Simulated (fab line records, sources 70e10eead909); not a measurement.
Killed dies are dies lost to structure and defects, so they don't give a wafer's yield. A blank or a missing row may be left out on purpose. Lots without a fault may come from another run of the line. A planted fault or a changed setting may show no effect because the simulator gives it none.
Which tool did it? | flow nand_harc | 15 lots, 43 wafers sampled, at 2 steps of a route of 1302

WHAT THE GAUGES READ, wafer by wafer
NHARC_P_CONTACT_CD_MEAS_12: target cd 90 nm.
lot  | measured     | on        | cd_nm (nm)
L911 | day 6 01:24  | cd_sem-02 | 88.9 90.4 90.4
L912 | day 6 03:56  | cd_sem-02 | 88.7 88.5 89.5
L919 | day 9 02:42  | cd_sem-03 | 89.5 102.8
L920 | day 9 09:36  | cd_sem-03 | 89.5 102.7 90.5
L921 | day 9 21:40  | cd_sem-01 | 101.2 88.7
L923 | day 10 19:02 | cd_sem-01 | 88.7 89.8 89.6
L924 | day 11 22:58 | cd_sem-03 | 89.9 90.4 89.7
L927 | day 12 09:41 | cd_sem-03 | 91.2 91.8 91.1
L928 | day 12 21:36 | cd_sem-03 | 90.7 90.2 89.1
L929 | day 13 09:41 | cd_sem-03 | 89.3 89.3 90.5
L930 | day 13 17:59 | cd_sem-01 | 89.8 90.6 90.8
L931 | day 14 20:50 | cd_sem-03 | 89.8 89.7 90.1
L932 | day 15 02:03 | cd_sem-01 | 89.9 89.6 91.1
L933 | day 15 03:29 | cd_sem-03 | 89.7 88.7 89.6
L934 | day 15 22:17 | cd_sem-01 | 89.9 90.6 89.6

WHICH TOOL RAN EACH LOT (tool, then ch and the chambers of the sampled wafers, then the start)
lot  | NHARC_P_CONTACT_PEB_10
L911 | litho_track-01 ch 0, day 6 01:19
L912 | litho_track-04 ch 0, day 6 03:52
L919 | litho_track-01 ch 0, day 9 02:37
L920 | litho_track-01 ch 0, day 9 09:31
L921 | litho_track-01 ch 0, day 9 21:35
L923 | litho_track-04 ch 0, day 10 18:58
L924 | litho_track-06 ch 0, day 11 22:53
L927 | litho_track-06 ch 0, day 12 09:36
L928 | litho_track-06 ch 0, day 12 21:31
L929 | litho_track-01 ch 0, day 13 09:37
L930 | litho_track-01 ch 0, day 13 17:54
L931 | litho_track-04 ch 0, day 14 20:46
L932 | litho_track-01 ch 0, day 15 01:58
L933 | litho_track-04 ch 0, day 15 03:24
L934 | litho_track-01 ch 0, day 15 22:13
- NHARC_P_CONTACT_PEB_10: peb time 65 s.

WHAT THE TOOLS THEMSELVES READ (means of the sampled wafers that have a number; where no wafer has one, the mark that the record gives instead)
NHARC_P_CONTACT_PEB_10.
lot  | tool           | plate_temp_C (C)
L911 | litho_track-01 | 99.90
L912 | litho_track-04 | 99.87
L919 | litho_track-01 | 99.81
L920 | litho_track-01 | 100.07
L921 | litho_track-01 | 100.03
L923 | litho_track-04 | 99.97
L924 | litho_track-06 | 100.09
L927 | litho_track-06 | 100.09
L928 | litho_track-06 | 100.07
L929 | litho_track-01 | 100.03
L930 | litho_track-01 | 100.18
L931 | litho_track-04 | 99.95
L932 | litho_track-01 | 99.95
L933 | litho_track-04 | 99.80
L934 | litho_track-01 | 99.95

THE ANSWER, worked out from the rows above alone
Rule: what is usual is taken from the lots themselves. Put in order of their means at a reading, lots are off if they are a third of the lots or fewer, leave a main group of 4 or more, and stand apart from it by a gap of 3 or more times the standard deviation of the main group's means; of several such gaps the widest counts. A main group whose means are all the same, to the digits that the tables above print for the reading, isn't used. A lot without any number at a reading at which 4 lots or more have one is off too. The other lots that the step has rows for count as sound. The gauges are gone through in route order, then the tools' own readings, and for those a lot's mean is taken as printed above. The first step at which some lot is off is used, and at that step the reading that is off furthest; a lot without a number counts as furthest.
Off: L919, L920, L921, at NHARC_P_CONTACT_CD_MEAS_12 (cd_nm). The main group: mean 89.9 nm, standard deviation 0.59.
A tool fits if, at a process step before that reading, it ran every lot that is off, and no sound lot after the first of them. The gauges at NHARC_P_CONTACT_CD_MEAS_12 are tried like those tools. None of those tried fits.

WHAT THE SIMULATOR HAD PUT IN
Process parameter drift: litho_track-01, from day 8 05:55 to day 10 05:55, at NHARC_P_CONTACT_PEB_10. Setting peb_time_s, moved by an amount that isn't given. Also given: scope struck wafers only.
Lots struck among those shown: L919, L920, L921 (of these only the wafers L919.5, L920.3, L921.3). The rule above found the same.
